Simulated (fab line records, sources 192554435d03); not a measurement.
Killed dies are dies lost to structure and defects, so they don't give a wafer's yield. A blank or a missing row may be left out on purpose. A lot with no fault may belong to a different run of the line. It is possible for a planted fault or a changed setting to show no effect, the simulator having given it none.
Which tool is to blame? | flow n5Finfet | 10 lots, 30 wafers sampled, at 5 steps of a route of 1938

== WHAT THE GAUGES SHOWED, per wafer ==
N5_PMOS_HMC_CHANNEL_EPI_OVL_MEAS_10. Usual: PMOS_HMC_BLK_OVL 0.5 nm, standard deviation 0.78.
lot  | measured    | on         | PMOS_HMC_BLK_OVL (nm) | flag
L387 | day 1 16:56 | overlay-02 | 2.0 2.5 2.3           | 
L389 | day 2 05:02 | overlay-02 | 1.4 1.0 1.3           | 
L390 | day 2 11:25 | overlay-02 | 1.5 -0.7 0.8          | 
L391 | day 2 17:25 | overlay-02 | 0.7 0.1 0.0           | 
L396 | day 3 23:20 | overlay-02 | 1.4 0.9 1.7           | 
L398 | day 4 11:42 | overlay-02 | 0.9 0.5 1.4           | 
L400 | day 4 23:01 | overlay-02 | 1.1 1.0 -0.1          | 
L401 | day 5 05:37 | overlay-02 | -0.6 -0.2 -0.1        | 
L408 | day 6 23:20 | overlay-02 | -0.6 -0.5 -0.3        | 
L409 | day 7 05:08 | overlay-02 | 0.7 0.1 0.0           | 

N5_FIN_SAQP_THK_MEAS_05. Usual: 37.8 nm for thkNm, sd 0.56.
lot  | measured    | on           | thkNm (nm)     | flag
L387 | day 1 20:28 | filmMetro-01 | 37.8 38.6 38.5 | 
L389 | day 2 09:40 | filmMetro-02 | 38.3 38.4 38.5 | 
L390 | day 2 15:02 | filmMetro-02 | 37.9 38.6 38.2 | 
L391 | day 2 21:05 | filmMetro-01 | 37.5 38.0 38.4 | 
L396 | day 4 02:59 | filmMetro-01 | 36.7 36.5 37.3 | 
L398 | day 4 16:24 | filmMetro-01 | 37.2 36.8 37.5 | 
L400 | day 5 04:48 | filmMetro-02 | 37.4 37.6 38.2 | 
L401 | day 5 09:14 | filmMetro-02 | 38.2 37.9 38.7 | 
L408 | day 7 03:37 | filmMetro-02 | 37.6 37.6 38.1 | 
L409 | day 7 09:07 | filmMetro-02 | 37.7 37.6 38.0 | 

N5_BEOL_M4_RC_MEAS_101. Usual: DIBL_N 36.4 mV/V, standard deviation 1.5; DIBL_P 36.4 mV/V, standard deviation 1.6; IOFF_N 0.164 nA/um, standard deviation 0.025; IOFF_P 0.214 nA/um, standard deviation 0.028; ION_N 675 uA/um, standard deviation 9.9; ION_P 463 uA/um, standard deviation 6.5; SS_N 71.5 mV/dec, standard deviation 0.5; SS_P 73.3 mV/dec, standard deviation 0.56; VT_N 249.2 mV, standard deviation 2.7; VT_P -250.1 mV, standard deviation 2.8.
lot  | measured     | on        | DIBL_N (mV/V)  | DIBL_P (mV/V)  | IOFF_N (nA/um)    | IOFF_P (nA/um)    | ION_N (uA/um) | ION_P (uA/um) | SS_N (mV/dec)  | SS_P (mV/dec)  | VT_N (mV)         | VT_P (mV)            | flag
L387 | day 7 20:11  | prober-02 | 36.5 37.0 37.2 | 35.4 36.7 36.3 | 0.134 0.155 0.149 | 0.171 0.186 0.185 | 664 688 660   | 453 458 451   | 71.2 70.7 70.8 | 73.7 73.7 73.2 | 250.4 248.1 251.0 | -256.0 -253.7 -256.5 | 
L389 | day 8 12:26  | prober-02 | 35.8 36.0 35.8 | 37.5 37.2 36.9 | 0.165 0.168 0.166 | 0.224 0.219 0.208 | 677 682 687   | 471 467 467   | 71.8 71.8 70.9 | 73.8 73.6 73.2 | 249.6 247.4 248.3 | -249.5 -249.8 -250.5 | 
L390 | day 8 15:07  | prober-01 | 36.4 34.1 35.7 | 36.9 34.1 35.4 | 0.153 0.111 0.134 | 0.173 0.145 0.160 | 671 657 656   | 455 440 447   | 71.8 70.8 71.7 | 73.3 72.7 73.6 | 248.6 256.2 252.8 | -253.4 -257.7 -254.4 | 
L391 | day 8 21:29  | prober-01 | 35.8 35.2 34.1 | 35.7 34.7 34.3 | 0.163 0.154 0.136 | 0.214 0.195 0.186 | 678 676 664   | 462 460 460   | 70.9 71.1 70.7 | 73.4 73.3 72.3 | 250.3 250.3 253.4 | -252.0 -250.5 -251.6 | 
L396 | day 10 00:44 | prober-01 | 38.2 38.7 38.6 | 35.8 36.1 36.6 | 0.172 0.184 0.187 | 0.221 0.239 0.254 | 674 681 675   | 459 470 465   | 72.2 72.0 71.8 | 73.0 73.4 73.6 | 249.4 246.6 245.5 | -249.3 -247.6 -248.3 | 
L398 | day 10 18:33 | prober-01 | 35.4 36.5 34.9 | 35.3 37.1 34.9 | 0.159 0.188 0.156 | 0.232 0.260 0.230 | 683 695 667   | 478 477 460   | 72.0 72.6 72.1 | 73.2 73.9 73.2 | 249.1 244.5 248.4 | -247.9 -246.2 -246.7 | 
L400 | day 11 04:34 | prober-01 | 31.7 33.6 34.8 | 32.8 35.4 36.4 | 0.103 0.128 0.140 | 0.155 0.193 0.198 | 652 664 672   | 451 465 470   | 70.7 70.8 70.8 | 71.8 72.8 73.1 | 256.0 252.9 250.1 | -251.5 -250.6 -249.8 | 
L401 | day 11 03:19 | prober-01 | 37.4 37.2 37.9 | 38.4 38.6 38.8 | 0.186 0.181 0.203 | 0.244 0.239 0.244 | 676 677 679   | 466 464 458   | 71.7 71.7 72.0 | 73.3 73.4 73.5 | 248.0 249.7 248.6 | -251.3 -250.6 -246.8 | 
L408 | day 13 03:38 | prober-02 | 35.1 34.7 35.5 | 34.9 34.4 35.5 | 0.159 0.146 0.157 | 0.175 0.169 0.187 | 681 674 667   | 458 457 455   | 71.7 71.1 71.8 | 73.1 73.1 72.9 | 250.2 249.3 249.2 | -254.8 -252.5 -254.0 | 
L409 | day 13 16:01 | prober-02 | 35.5 36.0 36.3 | 35.8 36.8 36.5 | 0.140 0.158 0.155 | 0.200 0.221 0.216 | 660 670 665   | 457 465 464   | 71.3 72.0 71.7 | 72.4 73.2 72.3 | 250.5 249.4 251.5 | -249.5 -250.0 -250.7 | 

== WHICH TOOL RAN EACH LOT (tool, then ch and the chambers of the sampled wafers, then the start) ==
lot  | N5_FIN_SAQP_COAT_10             | N5_FIN_SAQP_HM_OPEN_73
L387 | lithoTrack-01 ch 0, day 1 20:49 | rieDiel-02 ch 0,2,3, day 1 21:31
L389 | lithoTrack-05 ch 0, day 2 10:03 | rieDiel-04 ch 0,3, day 2 10:35
L390 | lithoTrack-01 ch 0, day 2 15:22 | rieDiel-02 ch 0,1,2, day 2 15:55
L391 | lithoTrack-01 ch 0, day 2 21:24 | rieDiel-01 ch 0,2,3, day 2 22:04
L396 | lithoTrack-01 ch 0, day 4 03:19 | rieDiel-04 ch 2,3, day 4 04:04
L398 | lithoTrack-01 ch 0, day 4 16:44 | rieDiel-02 ch 0,1,2, day 4 17:23
L400 | lithoTrack-02 ch 0, day 5 05:07 | rieDiel-01 ch 1,3, day 5 05:47
L401 | lithoTrack-02 ch 0, day 5 09:37 | rieDiel-04 ch 0,2,3, day 5 10:39
L408 | lithoTrack-02 ch 0, day 7 03:57 | rieDiel-04 ch 1,2,3, day 7 04:37
L409 | lithoTrack-05 ch 0, day 7 09:26 | rieDiel-01 ch 1,2,3, day 7 10:06
- N5_FIN_SAQP_COAT_10: resist thk 90 nm.
- N5_FIN_SAQP_HM_OPEN_73: chemistry CHF3/O2, target SiO2, stops on a-Si, target depth 12 nm, time 16.8 s.

== AS READ BY THE TOOLS THEMSELVES (means over the sampled wafers that have a number; for cases with no such wafer, the mark the record gives instead) ==
N5_FIN_SAQP_COAT_10. Usual: 1500.2 rpm for spinSpeedRpm, sd 0.89.
lot  | tool          | spinSpeedRpm (rpm) | flag
L387 | lithoTrack-01 | 1500.5             | 
L389 | lithoTrack-05 | 1500.1             | 
L390 | lithoTrack-01 | 1500.6             | 
L391 | lithoTrack-01 | 1499.7             | 
L396 | lithoTrack-01 | 1606.0             | OFF
L398 | lithoTrack-01 | 1604.9             | OFF
L400 | lithoTrack-02 | 1500.4             | 
L401 | lithoTrack-02 | 1500.2             | 
L408 | lithoTrack-02 | 1499.8             | 
L409 | lithoTrack-05 | 1499.0             | 

N5_FIN_SAQP_HM_OPEN_73. Usual: drypumpMotorCurrentA 5.5 A, standard deviation 0.44; oes_o_777_au 0.79 a.u., standard deviation 0.09; oesProductAu 0.47 a.u., standard deviation 0.053; rfVppV 525 V, standard deviation 6.1; showerheadPlenumPTorr 2.42 Torr, standard deviation 0.074; throttleValvePct 18.97 %, standard deviation 0.22.
lot  | tool       | drypumpMotorCurrentA (A) | oes_o_777_au (a.u.) | oesProductAu (a.u.) | rfVppV (V) | showerheadPlenumPTorr (Torr) | throttleValvePct (%) | flag
L387 | rieDiel-02 | 5.2                      | 0.79                | 0.47                | 523        | 2.39                         | 18.96                | 
L389 | rieDiel-04 | 5.5                      | 0.75                | 0.45                | 522        | 2.47                         | 19.11                | 
L390 | rieDiel-02 | 5.3                      | 0.75                | 0.45                | 522        | 2.38                         | 19.04                | 
L391 | rieDiel-01 | 5.9                      | 0.76                | 0.45                | 528        | 2.44                         | 18.92                | 
L396 | rieDiel-04 | 5.6                      | 0.76                | 0.45                | 521        | 2.46                         | 19.17                | 
L398 | rieDiel-02 | 5.3                      | 0.74                | 0.44                | 522        | 2.37                         | 19.06                | 
L400 | rieDiel-01 | 6.2                      | 0.84                | 0.49                | 527        | 2.47                         | 19.08                | 
L401 | rieDiel-04 | 5.5                      | 0.84                | 0.50                | 524        | 2.46                         | 19.03                | 
L408 | rieDiel-04 | 5.3                      | 0.82                | 0.49                | 522        | 2.43                         | 18.98                | 
L409 | rieDiel-01 | 6.0                      | 0.86                | 0.50                | 528        | 2.47                         | 18.85                | 

== THE ANSWER, worked out from the rows above alone ==
Rule: lot off if the mean of its wafers having a number is beyond 3 standard deviations from the usual mean. A lot without any number at a reading at which 4 lots or more have one is off too. All remaining lots with rows at the step are treated as sound. First the gauges in route order, then the tools' own readings, where a lot's mean is used as printed above. The first step at which some lot is off is used, and at that step the reading that is off furthest; a lot without a number counts as furthest.
Off: L396, L398, at N5_FIN_SAQP_COAT_10 (spinSpeedRpm).
A tool fits if, at that step or a process step before it, it ran every lot that is off, and no sound lot after the first of them. One candidate fits, namely lithoTrack-01 at N5_FIN_SAQP_COAT_10. A fault onset in the window from L391 (day 2 21:24, its last sound lot) to L396 (day 4 03:19, its first lot off) fits.
The tool's own readings at N5_FIN_SAQP_COAT_10 bear it out: on the lots that are off they differ by more than 5 times the standard deviation of the sound lots' means. spinSpeedRpm reads 1605.5 rpm there against 1500.0 rpm on the sound lots.

== WHAT HAD BEEN PUT IN BY THE SIMULATOR ==
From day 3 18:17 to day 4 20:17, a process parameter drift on lithoTrack-01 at N5_FIN_SAQP_COAT_10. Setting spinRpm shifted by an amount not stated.
Lots struck among those shown: L396, L398. Same finding as the rule above.
